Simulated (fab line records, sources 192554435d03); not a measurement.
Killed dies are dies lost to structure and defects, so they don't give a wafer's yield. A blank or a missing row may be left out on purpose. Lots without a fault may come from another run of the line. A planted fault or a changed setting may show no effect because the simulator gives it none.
Chamber matching | flow n5_finfet | N5_BEOL_M11_ETCH_66 on rie_diel-06: 4 sister chambers
The step etches SOC in N2/H2, target depth 120 nm, overetch 24 nm, time 180 s. 4 wafers are shown with their chamber, then 10 later ones without.

WAFERS WITH THEIR CHAMBER
wafer  | chamber | drypump_motor_current_A (A)
L084.6 | 1       | 6.0
L086.2 | 2       | 5.1
L092.1 | 0       | 5.3
L092.4 | 3       | 4.9

WAFERS WITHOUT THEIR CHAMBER
wafer  | drypump_motor_current_A (A)
L092.6 | 6.0
L094.2 | 4.9
L094.3 | 5.4
L094.5 | 6.0
L096.4 | 6.0
L096.5 | 4.9
L096.6 | 5.1
L097.1 | 4.9
L097.4 | 6.0
L097.5 | 5.0

WHICH CHAMBER EACH WENT THROUGH
wafer  | from the rows above     | in truth
L092.6 | 1                       | 1
L094.2 | 3                       | 3
L094.3 | 0                       | 0
L094.5 | 1                       | 1
L096.4 | 1                       | 1
L096.5 | 3                       | 3
L096.6 | 2                       | 2
L097.1 | 3                       | 3
L097.4 | 1                       | 1
L097.5 | can't be placed: 2 or 3 | 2
Placed correctly: 9 of 10. Can't be placed from these rows: 1 (the true chamber is among the candidates in 1). Placed wrongly: 0.
How it was worked out, from the rows above alone: a wafer's distance from a chamber is the root of the sum, over the readings, of the square of ((its reading less the chamber's mean) divided by the reading's scatter). The wafer belongs to the nearest chamber; if the next one is less than 2 further off, it can't be placed. A chamber's mean is the mean of its shown wafers. The scatter: with one shown wafer a chamber, the root of the mean of the squares of how far each hidden wafer lies from its nearest shown one.
